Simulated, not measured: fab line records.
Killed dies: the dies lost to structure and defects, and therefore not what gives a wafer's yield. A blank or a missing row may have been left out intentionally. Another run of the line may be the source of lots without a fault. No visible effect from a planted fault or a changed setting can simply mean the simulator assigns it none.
A lot that was struck, set against a sound lot | flow n5Finfet | 36 steps out of a route of 1938
Sound: these wafers, L244.3, L244.5, L244.6. Wafers struck: L231.1, L231.2. The cause is given at the end.
At each step with rows: each side's tool, then ch and its chambers, then its first start. Under that, the readings that differ: sound wafers | struck wafers | difference of the means | sigmas: that difference in standard deviations of wafers without a fault.
alike: a reading whose means differ by less than 2 such deviations, as well as words and numbers matching on both sides. not compared: withheld readings; readings where some wafer has no value; bounds like >300 that might hide an equal value; numbers whose values overlap and for which the record gives no deviation.
A row with sigmas, a row that says differs or no value, or rows on one side alone: a step with any of these is where the two part. Non-overlapping numbers with no deviation appear without sigmas and do not part them. A reading missing from all wafers of one side parts the sides only when that side holds two or more wafers.

first, 9 steps without rows for these wafers: N5_BEOL_M4_ANNEAL_95 (time 240 s); N5_BEOL_M4_SPUTTER_96 (material Cu, target thk 4.5 nm, time 8.29 s); N5_BEOL_M4_ECD_50 (material Cu, target thk 300 nm); N5_BEOL_M4_ANNEAL_51 (time 90 s); N5_BEOL_M4_CMP_52 (polishes, stops on SiOC, t overpolish 6.8 s, target thk 40 nm); N5_BEOL_M4_PRE_CLEAN_60 (time 15 s); N5_BEOL_M4_CO_CAP_55 (material Co, precursor CCTBA/H2, target thk 2 nm, time 102.1 s); N5_BEOL_M4_PRE_CLEAN_56 (time 15 s); N5_BEOL_M4_DEP_57 (deposits SiCN from 3MS/NH3, target thk 8 nm, time 14 s).
N5_BEOL_M4_RC_MEAS_101:
  sound on prober-01 ch 0, day 14 19:47; struck on prober-01 ch 0, day 10 08:58
  alike: DIBL_N, DIBL_P, IOFF_N, IOFF_P, ION_N, ION_P, SS_N, SS_P, VT_N, VT_P
then, 24 steps without rows for these wafers: N5_BEOL_M5_ILD_DEP_00 (deposits SiCOH lowk from DEMS/porogen, target thk 140.64 nm, time 25.9 s); N5_BEOL_M5_CURE_79 (cures SiCOH lowk, time 240 s); N5_BEOL_M5_PECVD_70 (deposits SiO2 from TEOS/O2, target thk 16 nm, time 18 s); N5_BEOL_M5_HM_DEP_02 (deposits TiN, target thk 20 nm); N5_BEOL_M5_COAT_59 (time 60 s, resist thk 60 nm); N5_BEOL_M5_COAT_60 (time 60 s, resist thk 12 nm); N5_BEOL_M5_COAT_71 (time 60 s, resist thk 5 nm); N5_BEOL_M5_COAT_05 (resist thk 30 nm); N5_BEOL_M5_EBR_07; N5_BEOL_M5_SOFTBAKE_06 (time 60 s); N5_BEOL_M5_EXPOSE_08 (exposes mask M5, target cd 28 nm); N5_BEOL_M5_PEB_09 (peb time 60 s); N5_BEOL_M5_DEVELOP_10 (develop time 30 s); N5_BEOL_M5_DESCUM_16 (chemistry O2, time 7 s); N5_BEOL_M5_ETCH_72 (etches underlayer in N2/H2, target depth 6.5 nm, time 5.2 s); N5_BEOL_M5_ETCH_61 (etches SiARC in CF4, target depth 15.6 nm, time 26 s); N5_BEOL_M5_ETCH_62 (etches SOC in N2/H2, target depth 75 nm, overetch 15 nm, time 112.5 s); N5_BEOL_M5_STRIP_63 (strips in N2/H2); N5_BEOL_M5_STRIP_73 (strips in N2/H2); N5_BEOL_M5_STRIP_64 (strips in CF4); N5_BEOL_M5_HM_OPEN_17 (chemistry Cl2/BCl3, target TiN, target depth 20 nm, overetch 6 nm); N5_BEOL_M5_STRIP_19 (strips in O2); N5_BEOL_M5_COAT_65 (time 60 s, resist thk 60 nm); N5_BEOL_M5_COAT_66 (time 60 s, resist thk 12 nm).
-- record jumps: 4 days separate the struck wafers' starts on either side; left off in module BEOL_M5, taken up again in module MIM_TOP_ETCH, whose first shown step is the route's number 1853 --
N5_MIM_TOP_ETCH_PECVD_03: deposits SiNx from SiH4/NH3/N2, target thk 20 nm, time 17.6 s.
  sound on pecvd-02 ch 0,2, day 18 15:05; struck on pecvd-02 ch 0,1, day 14 06:39
reading                                        | sound      | struck  | difference | sigmas
model.SiNx_of_MIM_TOP_ETCH_PECVD_03.thkNm (nm) | 20 20.4 20 | 28.2 28 | +8.0       | 
  alike: heaterPowerW, showerheadPlenumPTorr, susceptorTempC, throttleValvePct
N5_PASSIVATION_PROBE_49:
  sound on prober-01 at day 19 00:27; struck on prober-02 at day 14 16:04
reading                | sound          | struck    | difference | sigmas
defectLimitedYield (%) | 91.6 91.7 91.1 | 0 0       | -91        | -61
killedAtOther          | 4 5 0          | 1070 1069 | +1066      | +99 or more
killedDies             | 99 98 105      | 1180 1180 | +1079      | +63
killedOnRim            | 11 15 14       | 152 152   | +139       | +33
sortNPass              | 1081 1082 1075 | 0 0       | -1079      | -63
sortYieldPct (%)       | 91.6 91.7 91.1 | 0 0       | -91        | -61
  alike: killed_at_M0_to_M3, killed_at_M4_up, killedAtContacts, killedAtFrontEnd, killedOpen, killedShort, sort_bin_5_function, sort_bin_6_memory

== WHERE THEY PART ==
N5_PASSIVATION_PROBE_49 only, going by this record.

WHY: the cause the simulator had injected
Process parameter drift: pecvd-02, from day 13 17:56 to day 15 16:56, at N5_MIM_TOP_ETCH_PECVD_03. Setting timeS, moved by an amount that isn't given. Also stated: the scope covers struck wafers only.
